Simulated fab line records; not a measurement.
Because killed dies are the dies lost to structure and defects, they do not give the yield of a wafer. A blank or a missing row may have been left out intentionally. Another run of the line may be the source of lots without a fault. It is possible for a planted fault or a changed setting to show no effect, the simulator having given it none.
A struck lot beside a sound one || flow nand-harc || 15 out of 1302 route steps
Sound: the wafers L985.1, L985.4, L985.6. Struck: wafers L993.1, L993.4. (L993.2 of the same lot was not struck and is left out.) The cause comes at the end.
At each step with rows: each side's tool, then ch and its chambers, then its first start. Under that, the readings that differ: sound wafers || struck wafers || difference of the means || sigmas: that difference in standard deviations of wafers without a fault.
alike: a reading whose means differ by less than 2 such deviations, as well as words and numbers matching on both sides. not compared: withheld readings; readings where some wafer has no value; bounds like >300 that might hide an equal value; numbers whose values overlap and for which the record gives no deviation.
A row with sigmas, a row that says differs or no value, or rows on one side alone: a step with any of these is where the two part. Numbers that have no deviation but don't overlap get no sigmas and don't part them. A reading that every wafer of one side lacks parts them only if that side has two wafers or more.

first, 1 step without rows for these wafers: NHARC_A_ONON_D1_DEP_12 (target thk 1000 nm).
NHARC_A_ONON_D1_THK_MEAS_14: measures by ellipsometry.
  sound on film-metro-01, day 8 22:10; struck on film-metro-02, day 11 23:35
{"reading": "thk-nm (nm)", "sound": "991 988 991", "struck": "1009 1010", "difference": "+20", "sigmas": "+2"}
then, 2 steps without rows for these wafers: NHARC_A_ONON_D1_ANNEAL_15 (time 3600 s); NHARC_A_ONON_D1_DEP_16 (target thk 1000 nm).
NHARC_A_ONON_D1_THK_MEAS_18: measures by ellipsometry.
  sound on film-metro-01, day 9 05:55; struck on film-metro-02, day 12 07:37
{"reading": "thk-nm (nm)", "sound": "1021 1022 1021", "struck": "999 997", "difference": -23, "sigmas": -2}
after that, 1 step with no rows for these wafers: NHARC_A_ONON_D1_DEP_19 (target thk 1000 nm).
NHARC_A_ONON_D1_THK_MEAS_21: measures by ellipsometry.
  sound on film-metro-02, day 9 06:29; struck on film-metro-01, day 12 08:11
  alike: thk-nm
after that, 1 step with no rows for these wafers: NHARC_A_ONON_D1_DEP_22 (target thk 1000 nm).
NHARC_A_ONON_D1_THK_MEAS_24: measures by ellipsometry.
  sound on film-metro-02, day 9 07:03; struck on film-metro-02, day 12 08:44
  alike: thk-nm
after that, 1 step with no rows for these wafers: NHARC_A_ONON_D1_DEP_25 (target thk 1000 nm).
NHARC_A_ONON_D1_THK_MEAS_27: measures by ellipsometry.
  sound on film-metro-01, day 9 07:37; struck on film-metro-02, day 12 09:19
  alike: thk-nm
NHARC_A_ONON_D1_DEP_28: target thk 1000 nm.
  sound on pecvd-onon-03 ch 0, day 9 07:40; struck on pecvd-onon-04 ch 0, day 12 09:22
NHARC_A_ONON_D1_THK_MEAS_30: measures by ellipsometry.
  sound on film-metro-01, day 9 08:11; struck on film-metro-02, day 12 09:53
{"reading": "thk-nm (nm)", "sound": "989 986 987", "struck": "1515 1518", "difference": "+529", "sigmas": "+48"}
NHARC_A_ONON_D1_DEP_33: deposits SiO2, target thk 200 nm.
  sound on pecvd-01 ch 0,1, day 9 08:14; struck on pecvd-02 ch 0,2, day 12 09:56
  alike: heater-power-w, rf-fwd-power-W, throttle-valve-pct
-- jump in the record: it breaks off in module A_ONON_D1 and resumes in module END (first step shown: number 1302 of the route), and 16 days separate the struck wafers' starts before and after --
NHARC_END_SORT_01:
  sound on prober-01 ch 0, day 25 11:58; struck on prober-02 ch 0, day 28 05:20
{"reading": "killed-at-array", "sound": "47 53 47", "struck": "671 669", "difference": "+621", "sigmas": "+37"}
{"reading": "killed-dies", "sound": "50 55 51", "struck": "677 677", "difference": "+625", "sigmas": "+39"}
  alike: killed-at-other, killed-at-periphery, killed-open, killed-short

== WHERE THEY PART ==
Last at NHARC_END_SORT_01 as far as this record goes, first at NHARC_A_ONON_D1_THK_MEAS_14.

WHY: the cause the simulator had injected
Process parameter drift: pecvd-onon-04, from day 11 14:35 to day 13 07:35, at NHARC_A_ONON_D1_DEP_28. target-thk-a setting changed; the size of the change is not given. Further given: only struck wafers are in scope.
